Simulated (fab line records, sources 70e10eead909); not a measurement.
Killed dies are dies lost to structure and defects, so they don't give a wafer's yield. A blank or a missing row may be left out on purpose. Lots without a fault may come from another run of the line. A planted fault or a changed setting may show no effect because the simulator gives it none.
fab line records | flow nand_harc | part 1 of 2: steps 1 to 25 of 33
record lots=5 wafers=15 last_day=32
route steps=1302 shown A_M1@1193 A_BONDPAD@1202
lots that met no fault: from a run of the same line without faults
start_h: hours from the record's first day to the start of the lot's first wafer shown | wait_h: hours since the lot's step before | " the same as in the row above | L1.1+2: a row that stands for several wafers | - no value, or no start given | * or withheld: withheld | < > ~ a bound
route shown NAME@n: a module of which the file shows steps, and the number in the route of the first | usual: mean/standard deviation of fault-free wafers | same: alike in all rows | chamber/n: place in a boat | sites: the reading at each site | _std_site: their standard deviation | _edge_site: outer sites' mean less inner sites' | radius_mm: how far each site lies from the wafer's centre | mask NAME#n: copy n | behind: the tool/chamber that last shaped the wafer | hold: why the lot was held/for how many hours/how that ended | device: the transistor (n, p or np) that didn't switch | end of line: the same wafers' tests at the end of the route | a step without rows: its recipe alone | killed: dies lost to structure and defects at the first sort, not the wafer's yield | map: a wafer's dies, x killed, . not, _ none there
set.NAME: the setting as run; set.NAME@STEP: as run at that earlier step | model.NAME: the simulator's own value behind a step, which no gauge read
lots at some steps of the route; a table a step, a row a wafer
services: from which hour (start_h, from the record's first day; less than 0 if before it) a tool's chamber was out of use, for how many hours, and why
## steps
# step NHARC_A_M1_ECD_22
# recipe target_thk_a=4000 bath_temp_c=25 material=Cu
# usual bath_temp_c=25.01/0.12
# columns lot.wafer tool chamber start_h wait_h bath_temp_c
L075.1 ecd_cu-02 0 549.50 - 24.94
L075.2 " 1 " " 24.81
L075.5 " 0 " " 24.89
L079.1 ecd_cu-02 0 577.54 - 25.04
L079.2 " 1 " " 25.20
L079.3 " 1 " " 25.34
L088.1 ecd_cu-01 0 666.42 - 24.96
L088.4 " 0 " " 24.85
L088.5 " 1 " " 25.20
L093.2 ecd_cu-02 1 722.88 - 25.06
L093.5 " 1 " " 25.06
L093.6 " 0 " " 24.69
L095.4 ecd_cu-02 0 735.52 - 24.87
L095.5 " 0 " " 24.86
L095.6 " 1 " " 25.09
# step NHARC_A_M1_ANNEAL_31
# recipe temp_c=225 time_s=90
# usual anneal_temp_c_max=226.52/0.28 wafer_temp_C_max=226.8/0.38
# same time_s=90
# columns lot.wafer tool chamber start_h wait_h anneal_temp_c_max wafer_temp_C_max
L075.1 rtp_anneal-01 0 549.88 - 226.19 226.4
L075.2 " 0 " " 226.24 226.5
L075.5 " 0 " " 226.12 226.8
L079.1 rtp_anneal-02 0 577.91 - 226.49 226.6
L079.2 " 0 " " 225.93 226.7
L079.3 " 0 " " 226.35 227.0
L088.1 rtp_anneal-02 0 666.80 - 226.63 227.5
L088.4 " 0 " " 226.45 226.9
L088.5 " 0 " " 226.64 227.4
L093.2 rtp_anneal-02 0 723.31 0.4 226.44 227.3
L093.5 " 0 " " 226.03 226.5
L093.6 " 0 " " 226.62 226.7
L095.4 rtp_anneal-01 0 735.96 - 226.44 226.6
L095.5 " 0 " " 226.19 226.6
L095.6 " 0 " " 226.43 226.4
# step NHARC_A_M1_CMP_23
# recipe t_overpolish_s=20 target_thk_nm=154.34
# usual motor_current_A=12.4/0.74 pad_life_wafers=154/90 time_to_endpoint_s=29.1/2.5
# columns lot.wafer tool chamber start_h wait_h motor_current_A pad_life_wafers time_to_endpoint_s
L075.2 cmp-02 3 550.24 - 11.7 61 30.3
L075.1 " 0 " " 12.9 62 30.8
L075.5 " 2 " " 12.1 - 32.7
L079.3 cmp-03 2 578.26 - 12.1 90 24.9
L079.1 " 3 " " 11.2 91 30.4
L079.2 " 0 " " 13.5 92 29.6
L088.1 cmp-01 2 667.14 - 12.4 324 25.9
L088.4 " 3 " " 12.3 325 26.1
L088.5 " 2 " " 11.9 - 26.8
L093.2 cmp-01 3 723.69 - 12.4 183 31.5
L093.6 " 0 " " 12.9 - 30.3
L093.5 " 1 " " 11.3 - 29.7
L095.4 cmp-02 2 736.23 - 11.7 44 32.7
L095.6 " 0 " " 13.5 - 30.0
L095.5 " 1 " " 12.9 - 29.9
# step NHARC_A_M1_THK_MEAS_24
# recipe thk_meas_gauge=xrf
# usual thk_nm=154.6/1.4
# columns lot.wafer tool chamber start_h wait_h thk_nm
L075.1 film_metro-02 - 550.53 - 157.1
L075.2 " - " " 153.6
L075.5 " - " " 154.9
L079.1 film_metro-02 - 578.57 - 153.6
L079.2 " - " " 152.6
L079.3 " - " " 151.7
L088.1 film_metro-02 - 667.45 - 152.9
L088.4 " - " " 154.1
L088.5 " - " " 153.9
L093.2 film_metro-01 - 723.92 - 157.0
L093.5 " - " " 157.4
L093.6 " - " " 155.1
L095.4 film_metro-02 - 736.49 - 157.0
L095.5 " - " " 153.2
L095.6 " - " " 152.9
# step NHARC_A_M1_SRD_25
# columns lot.wafer tool chamber start_h wait_h
L075.5+2+1 wet_bench-10 6,7,0 550.57 0.0
L079.1+2+3 wet_bench-10 1,2,3 578.61 0.0
L088.4+5+1 wet_bench-08 0,2,4 667.49 0.0
L093.5+6+2 wet_bench-08 4,5,6 723.97 0.0
L095.5+6+4 wet_bench-08 0,2,4 736.53 0.0
# step NHARC_A_M1_INSPECT_27
# usual raw_defect_count=540/170
# columns lot.wafer tool chamber start_h wait_h raw_defect_count
L075.1 defect_inspect-01 - 550.68 0.0 460
L075.2 " - " " 591
L075.5 " - " " 511
L079.1 defect_inspect-02 - 578.73 0.0 512
L079.2 " - " " 574
L079.3 " - " " 503
L088.1 defect_inspect-02 - 667.61 0.0 562
L088.4 " - " " 523
L088.5 " - " " 596
L093.2 defect_inspect-02 - 724.09 0.0 467
L093.5 " - " " 463
L093.6 " - " " 472
L095.4 defect_inspect-01 - 736.64 0.0 580
L095.5 " - " " 719
L095.6 " - " " 583
# step NHARC_A_M1_PRE_CLEAN_32
# recipe time_s=12 temp_c=370 rf_power_w=300 gas=NH3
# usual heater_power_outer_w=357/49 heater_power_w=616/67
# same time_s=12
# columns lot.wafer tool chamber start_h wait_h heater_power_outer_w heater_power_w
L075.2 pecvd-04 2 550.75 0.1 287 537
L075.1 " 0 " " 375 597
L075.5 " 0 " " 370 585
L079.2 pecvd-03 2 578.79 0.1 407 684
L079.1 " 0 " " 342 640
L079.3 " 1 " " 320 557
L088.1 pecvd-04 0 667.92 0.3 375 590
L088.4 " 2 " " 316 574
L088.5 " 0 " " 364 579
L093.2 pecvd-02 0 724.18 0.1 308 602
L093.5 " 2 " " 420 636
L093.6 " 0 " " 308 590
L095.4 pecvd-02 1 736.75 0.1 382 671
L095.6 " 2 " " 437 685
L095.5 " 0 " " 288 540
# step NHARC_A_M1_DEP_33
# recipe target_thk_a=300 temp_c=370 target_thk_nm=30 pressure_torr=3 flow_sccm=200 rf_w=450 material=SiCN
# usual heater_power_outer_w=317/50 heater_power_w=562/66
# columns lot.wafer tool chamber start_h wait_h heater_power_outer_w heater_power_w
L075.2 pecvd-04 2 550.83 0.1 316 587
L075.1 " 0 " " 306 483
L075.5 " 0 " " 303 493
L079.2 pecvd-03 2 578.87 0.1 333 617
L079.1 " 0 " " 294 579
L079.3 " 1 " " 306 516
L088.1 pecvd-04 0 668.06 0.1 310 510
L088.4 " 2 " " 254 482
L088.5 " 0 " " 316 505
L093.2 pecvd-02 0 724.28 0.1 312 586
L093.5 " 2 " " 393 616
L093.6 " 0 " " 311 589
L095.4 pecvd-02 1 736.91 0.2 336 609
L095.6 " 2 " " 357 561
L095.5 " 0 " " 303 570
# step NHARC_A_BONDPAD_DEP_00
# recipe target_thk_a=2500 temp_c=370 target_thk_nm=250 pressure_torr=3 flow_sccm=200 rf_w=450 material=SiCN
# usual heater_power_outer_w=310/38 heater_power_w=557/53
# columns lot.wafer tool chamber start_h wait_h heater_power_outer_w heater_power_w
L075.1 pecvd-01 2 551.61 - 277 545
L075.2 " 1 " " 298 534
L075.5 " 0 " " 270 501
L079.2 pecvd-01 2 579.43 - 343 615
L079.3 " 0 " " 276 499
L079.1 " 1 " " 286 524
L088.1 pecvd-01 0 668.57 - 248 462
L088.4 " 2 " " 334 629
L088.5 " 0 " " 262 468
L093.2 pecvd-03 1 724.84 - 292 496
L093.6 " 0 " " 307 614
L093.5 " 2 " " 356 639
L095.5 pecvd-01 0 737.48 - 309 536
L095.4 " 1 " " 273 469
L095.6 " 2 " " 362 656
# step NHARC_A_BONDPAD_CMP_29
# recipe target_thk_nm=200 material=SiCN
# usual motor_current_A=12.2/0.86 pad_life_wafers=203/95
# columns lot.wafer tool chamber start_h wait_h motor_current_A pad_life_wafers
L075.1 cmp-04 1 552.02 - 11.1 168
L075.2 " 3 " " 11.0 170
L075.5 " 1 " " 11.8 -
L079.3 cmp-02 0 579.84 - 12.4 162
L079.1 " 1 " " 13.0 163
L079.2 " 3 " " 10.8 165
L088.1 cmp-03 3 668.95 - 11.7 73
L088.4 " 0 " " 13.1 74
L088.5 " 3 " " 11.6 -
L093.2 cmp-04 0 725.28 - 11.6 111
L093.6 " 1 " " 11.7 -
L093.5 " 2 " " 12.0 -
L095.4 cmp-03 3 737.82 - 11.8 393
L095.5 " 0 " " 12.7 -
L095.6 " 1 " " 12.8 -
# step NHARC_A_BONDPAD_THK_MEAS_30
# recipe thk_meas_gauge=ellipsometry
# usual thk_nm=200.2/1.5
# columns lot.wafer tool chamber start_h wait_h thk_nm
L075.1 film_metro-02 - 552.27 0.2 199.6
L075.2 " - " " 198.8
L075.5 " - " " 199.0
L079.1 film_metro-02 - 580.09 0.2 200.1
L079.2 " - " " 200.4
L079.3 " - " " 198.5
L088.1 film_metro-01 - 669.19 0.2 198.9
L088.4 " - " " 203.0
L088.5 " - " " 201.2
L093.2 film_metro-01 - 725.45 0.2 198.5
L093.5 " - " " 197.5
L093.6 " - " " 201.7
L095.4 film_metro-02 - 738.00 0.2 202.1
L095.5 " - " " 198.9
L095.6 " - " " 202.1
# step NHARC_A_BONDPAD_SRD_31
# columns lot.wafer tool chamber start_h wait_h
L075.5+1+2 wet_bench-10 5,6,7 552.31 0.0
L079.3+2+1 wet_bench-08 5,6,1 580.13 0.0
L088.4+1+5 wet_bench-08 3,4,5 669.29 0.1
L093.5+2+6 wet_bench-08 0,1,2 725.49 0.0
L095.4+6+5 wet_bench-08 3,6,7 738.04 0.0
# step NHARC_A_BONDPAD_DEHYDRATE_01
# recipe temp_c=150 time_s=120
# usual exhaust_pa=45.2/0.94
# same time_s=120
# columns lot.wafer tool chamber start_h wait_h exhaust_pa
L075.1 litho_track-07 0 552.40 0.1 45.6
L075.2 " 0 " " 45.4
L075.5 " 0 " " 44.5
L079.1 litho_track-05 0 580.21 0.1 44.8
L079.2 " 0 " " 44.8
L079.3 " 0 " " 43.8
L088.1 litho_track-02 0 669.37 0.1 46.0
L088.4 " 0 " " 46.1
L088.5 " 0 " " 46.7
L093.2 litho_track-02 0 725.57 0.1 44.2
L093.5 " 0 " " 45.9
L093.6 " 0 " " 44.9
L095.4 litho_track-02 0 738.12 0.1 44.7
L095.5 " 0 " " 44.1
L095.6 " 0 " " 47.3
# step NHARC_A_BONDPAD_HMDS_02
# recipe time_s=30
# usual exhaust_pa=44.8/0.79
# same time_s=30
# columns lot.wafer tool chamber start_h wait_h exhaust_pa
L075.1 litho_track-07 0 - - 46.2
L075.2 " 0 " " 44.7
L075.5 " 0 " " 43.7
L079.1 litho_track-05 0 - - 43.8
L079.2 " 0 " " 44.2
L079.3 " 0 " " 44.8
L088.1 litho_track-02 0 - - 46.0
L088.4 " 0 " " 44.9
L088.5 " 0 " " 45.4
L093.2 litho_track-02 0 - - 44.6
L093.5 " 0 " " 44.4
L093.6 " 0 " " 44.9
L095.4 litho_track-02 0 - - 43.1
L095.5 " 0 " " 44.9
L095.6 " 0 " " 44.1
# step NHARC_A_BONDPAD_COAT_33
# recipe temp_c=200 time_s=65
# usual exhaust_pa=45.1/0.99
# same time_s=65
# columns lot.wafer tool chamber start_h wait_h exhaust_pa
L075.1 litho_track-07 0 - - 45.5
L075.2 " 0 " " 44.7
L075.5 " 0 " " 44.9
L079.1 litho_track-05 0 - - 46.1
L079.2 " 0 " " 45.7
L079.3 " 0 " " 45.8
L088.1 litho_track-02 0 - - 44.8
L088.4 " 0 " " 43.7
L088.5 " 0 " " 43.8
L093.2 litho_track-02 0 - - 44.5
L093.5 " 0 " " 44.3
L093.6 " 0 " " 44.6
L095.4 litho_track-02 0 - - 44.8
L095.5 " 0 " " 44.3
L095.6 " 0 " " 44.7
# step NHARC_A_BONDPAD_COAT_03
# recipe spin_rpm=2000 resist_thk_nm=600
# usual dispense_pressure_kPa=50/4.1 exhaust_pa=45.1/0.87
# columns lot.wafer tool chamber start_h wait_h dispense_pressure_kPa exhaust_pa
L075.1 litho_track-07 0 - - 55 44.3
L075.2 " 0 " " 55 44.7
L075.5 " 0 " " 55 45.1
L079.1 litho_track-05 0 - - 50 45.3
L079.2 " 0 " " 50 45.3
L079.3 " 0 " " 50 45.6
L088.1 litho_track-02 0 - - 46 45.4
L088.4 " 0 " " 46 44.9
L088.5 " 0 " " 46 44.0
L093.2 litho_track-02 0 - - 46 45.0
L093.5 " 0 " " 46 44.2
L093.6 " 0 " " 46 44.6
L095.4 litho_track-02 0 - - 46 45.3
L095.5 " 0 " " 46 45.2
L095.6 " 0 " " 46 46.3
# step NHARC_A_BONDPAD_SOFTBAKE_04
# recipe temp_c=125 time_s=70
# usual exhaust_pa=44.9/0.9
# same time_s=70
# columns lot.wafer tool chamber start_h wait_h exhaust_pa
L075.1 litho_track-07 0 - - 44.6
L075.2 " 0 " " 44.2
L075.5 " 0 " " 43.9
L079.1 litho_track-05 0 - - 44.8
L079.2 " 0 " " 44.7
L079.3 " 0 " " 45.2
L088.1 litho_track-02 0 - - 45.0
L088.4 " 0 " " 43.7
L088.5 " 0 " " 43.6
L093.2 litho_track-02 0 - - 44.7
L093.5 " 0 " " 45.8
L093.6 " 0 " " 45.5
L095.4 litho_track-02 0 - - 44.7
L095.5 " 0 " " 44.6
L095.6 " 0 " " 45.7
# step NHARC_A_BONDPAD_EBR_05
# usual exhaust_pa=45.0/0.87
# columns lot.wafer tool chamber start_h wait_h exhaust_pa
L075.1 litho_track-07 0 - - 44.1
L075.2 " 0 " " 45.3
L075.5 " 0 " " 46.5
L079.1 litho_track-05 0 - - 45.2
L079.2 " 0 " " 46.0
L079.3 " 0 " " 44.5
L088.1 litho_track-02 0 - - 44.5
L088.4 " 0 " " 45.7
L088.5 " 0 " " 43.9
L093.2 litho_track-02 0 - - 46.1
L093.5 " 0 " " 44.9
L093.6 " 0 " " 45.3
L095.4 litho_track-02 0 - - 43.6
L095.5 " 0 " " 44.9
L095.6 " 0 " " 43.8
# step NHARC_A_BONDPAD_EXPOSE_06
# recipe na=0.55 dose_mj=36.99 mask_id=A_BPAD
# usual exposure_dose_mJ_cm2=37.00/0.054
# columns lot.wafer tool chamber start_h wait_h mask exposure_dose_mJ_cm2
L075.1 krf_scanner-02 0 552.68 - A_BPAD#0 36.99
L075.2 " 0 " " A_BPAD#0 36.96
L075.5 " 0 " " A_BPAD#0 36.99
L079.1 krf_scanner-04 0 580.38 - A_BPAD#0 37.03
L079.2 " 0 " " A_BPAD#0 36.96
L079.3 " 0 " " A_BPAD#0 36.98
L088.1 krf_scanner-02 0 669.65 - A_BPAD#0 36.93
L088.4 " 0 " " A_BPAD#0 36.93
L088.5 " 0 " " A_BPAD#0 36.92
L093.2 krf_scanner-03 0 725.74 - A_BPAD#0 37.06
L093.5 " 0 " " A_BPAD#0 37.07
L093.6 " 0 " " A_BPAD#0 37.03
L095.4 krf_scanner-04 0 738.30 - A_BPAD#0 36.99
L095.5 " 0 " " A_BPAD#0 36.96
L095.6 " 0 " " A_BPAD#0 37.00
# step NHARC_A_BONDPAD_PEB_07
# recipe peb_temp_c=128 peb_time_s=80
# usual exhaust_pa=44.9/0.82
# columns lot.wafer tool chamber start_h wait_h exhaust_pa
L075.1 litho_track-07 0 552.76 0.1 44.4
L075.2 " 0 " " 45.1
L075.5 " 0 " " 44.8
L079.1 litho_track-05 0 580.44 0.1 45.6
L079.2 " 0 " " 46.8
L079.3 " 0 " " 45.7
L088.1 litho_track-02 0 669.72 0.1 44.8
L088.4 " 0 " " 44.8
L088.5 " 0 " " 45.2
L093.2 litho_track-02 0 725.80 0.1 44.1
L093.5 " 0 " " 43.9
L093.6 " 0 " " 44.2
L095.4 litho_track-02 0 738.35 0.0 44.6
L095.5 " 0 " " 44.0
L095.6 " 0 " " 44.6
# step NHARC_A_BONDPAD_DEVELOP_08
# recipe time_s=50 dev_temp_c=22
# usual exhaust_pa=45.1/0.82
# same time_s=50
# columns lot.wafer tool chamber start_h wait_h exhaust_pa
L075.1 litho_track-07 0 - - 45.3
L075.2 " 0 " " 43.3
L075.5 " 0 " " 43.6
L079.1 litho_track-05 0 - - 44.8
L079.2 " 0 " " 44.8
L079.3 " 0 " " 44.2
L088.1 litho_track-02 0 - - 44.9
L088.4 " 0 " " 45.1
L088.5 " 0 " " 44.8
L093.2 litho_track-02 0 - - 45.6
L093.5 " 0 " " 44.9
L093.6 " 0 " " 46.0
L095.4 litho_track-02 0 - - 46.2
L095.5 " 0 " " 43.8
L095.6 " 0 " " 44.6
# step NHARC_A_BONDPAD_CD_MEAS_09
# recipe target_cd_nm=500 landing_energy_ev=500
# usual cd_nm=499.7/2.2
# columns lot.wafer tool chamber start_h wait_h cd_nm
L075.1 cd_sem-03 0 552.84 - 499.9
L075.2 " 0 " " 499.9
L075.5 " 0 " " 495.5
L079.1 cd_sem-01 0 580.53 - 499.9
L079.2 " 0 " " 499.4
L079.3 " 0 " " 499.6
L088.1 cd_sem-03 0 669.80 - 500.8
L088.4 " 0 " " 498.3
L088.5 " 0 " " 498.8
L093.2 cd_sem-02 0 725.89 - 500.7
L093.5 " 0 " " 498.5
L093.6 " 0 " " 498.9
L095.4 cd_sem-01 0 738.44 - 502.0
L095.5 " 0 " " 498.1
L095.6 " 0 " " 500.7
# step NHARC_A_BONDPAD_OVL_MEAS_35
# usual overlay_x_nm=1/7.1 overlay_y_nm=0/4.3
# columns lot.wafer tool chamber start_h wait_h overlay_x_nm overlay_y_nm
L075.1 overlay-01 - 552.93 - -2 -5
L075.2 " - " " -2 -5
L075.5 " - " " -2 -5
L079.1 overlay-01 - 580.62 - 1 10
L079.2 " - " " 2 10
L079.3 " - " " 1 10
L088.1 overlay-02 - 669.89 - 14 0
L088.4 " - " " 13 0
L088.5 " - " " 14 -1
L093.2 overlay-02 - 725.98 - 1 -5
L093.5 " - " " 1 -5
L093.6 " - " " 1 -5
L095.4 overlay-02 - 738.53 - -15 -8
L095.5 " - " " -15 -8
L095.6 " - " " -14 -8
# step NHARC_A_BONDPAD_HARDBAKE_10
# recipe temp_c=118 time_s=65
# usual exhaust_pa=45.2/0.95
# same time_s=65
# columns lot.wafer tool chamber start_h wait_h exhaust_pa
L075.1 litho_track-02 0 552.98 0.0 46.2
L075.2 " 0 " " 46.3
L075.5 " 0 " " 45.7
L079.1 litho_track-05 0 580.66 0.0 45.2
L079.2 " 0 " " 45.0
L079.3 " 0 " " 43.8
L088.1 litho_track-02 0 669.94 0.0 44.1
L088.4 " 0 " " 44.8
L088.5 " 0 " " 44.7
L093.2 litho_track-07 0 726.03 0.0 46.0
L093.5 " 0 " " 45.4
L093.6 " 0 " " 46.0
L095.4 litho_track-07 0 738.58 0.1 45.3
L095.5 " 0 " " 45.5
L095.6 " 0 " " 46.9
# step NHARC_A_BONDPAD_DESCUM_11
# recipe time_s=3 o2_flow_sccm=200 ar_flow_sccm=0 bias_power_w=0 chemistry=O2
# usual drypump_motor_current_A=5.6/0.48 oes_product_au=0.998/0.0095 rf_vpp_V=57.8/0.99 showerhead_plenum_p_Torr=1.91/0.1 throttle_valve_pct=11.312/0.0089
# same time_s=3
# columns lot.wafer tool chamber start_h wait_h drypump_motor_current_A oes_product_au rf_hours_counter_h rf_vpp_V showerhead_plenum_p_Torr throttle_valve_pct
L075.1 rie_diel-06 3 553.05 - 6.2 1.001 1 57.0 1.89 11.294
L075.2 " 0 " " 5.5 0.993 1 57.5 1.78 11.311
L075.5 " 0 " " 5.6 0.985 - 57.8 1.78 11.314
L079.1 rie_diel-06 3 580.74 - 6.3 0.999 2 57.7 1.89 11.319
L079.2 " 0 " " 5.5 1.001 2 57.0 1.78 11.328
L079.3 " 2 " " 5.6 0.989 2 57.3 2.02 11.307
L088.1 rie_diel-07 2 670.03 - 5.1 0.997 0 57.1 1.84 11.309
L088.4 " 3 " " 5.8 0.997 0 58.1 2.07 11.315
L088.5 " 1 " " 5.9 1.025 - 57.8 1.78 11.308
L093.2 rie_diel-07 0 726.12 - 5.7 1.006 10 59.4 2.01 11.324
L093.6 " 2 " " 5.1 1.008 - 59.1 1.83 11.315
L093.5 " 3 " " 5.8 1.005 - 60.6 2.06 11.316
L095.4 rie_diel-06 0 738.66 - 5.5 0.986 2 58.4 1.78 11.324
L095.5 " 2 " " 5.6 0.995 - 59.0 2.02 11.305
L095.6 " 3 " " 6.3 1.002 - 58.5 1.89 11.313
